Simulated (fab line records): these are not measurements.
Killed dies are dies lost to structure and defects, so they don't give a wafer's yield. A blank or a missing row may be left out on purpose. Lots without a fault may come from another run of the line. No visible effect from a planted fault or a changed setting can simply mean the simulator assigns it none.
Chamber matching ; flow n5_finfet ; 4 sister chambers for N5_BEOL_M1_STRIP_66 on rie_diel-03
The step strips in CF4. 4 wafers are shown with their chamber, then 8 later ones without.

== WAFERS PAIRED WITH THEIR CHAMBERS ==
wafer;chamber;throttle_valve_pct (%)
L081.4;2;13.5
L082.2;3;13.2
L083.5;1;14.0
L089.1;0;13.4

== WAFERS WHOSE CHAMBER IS MISSING ==
wafer;throttle_valve_pct (%)
L089.2;14.1
L089.3;13.2
L090.3;13.2
L090.4;13.5
L090.6;14.1
L093.1;13.2
L093.5;14.1
L093.6;13.4

== CHAMBER TAKEN BY EACH ==
wafer;from the rows above;in truth
L089.2;1;1
L089.3;3;3
L090.3;3;3
L090.4;can't be placed: 2 or 0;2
L090.6;1;1
L093.1;3;3
L093.5;1;1
L093.6;can't be placed: 0 or 2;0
Placed correctly: 6 of 8. From these rows, 2 cannot be placed; in 2 the true chamber is one of the candidates. Placed wrongly: 0.
How it was worked out, from the rows above alone: a wafer's distance from a chamber is the root of the sum, over the readings, of the square of ((its reading less the chamber's mean) divided by the reading's scatter). If the next closest chamber is less than 2 further off than the closest, the wafer can't be placed; otherwise it belongs to the closest. A chamber's mean is the mean of its shown wafers. The scatter (one wafer shown for each chamber): square how far every hidden wafer sits from the nearest shown wafer, average those squares and take the square root.
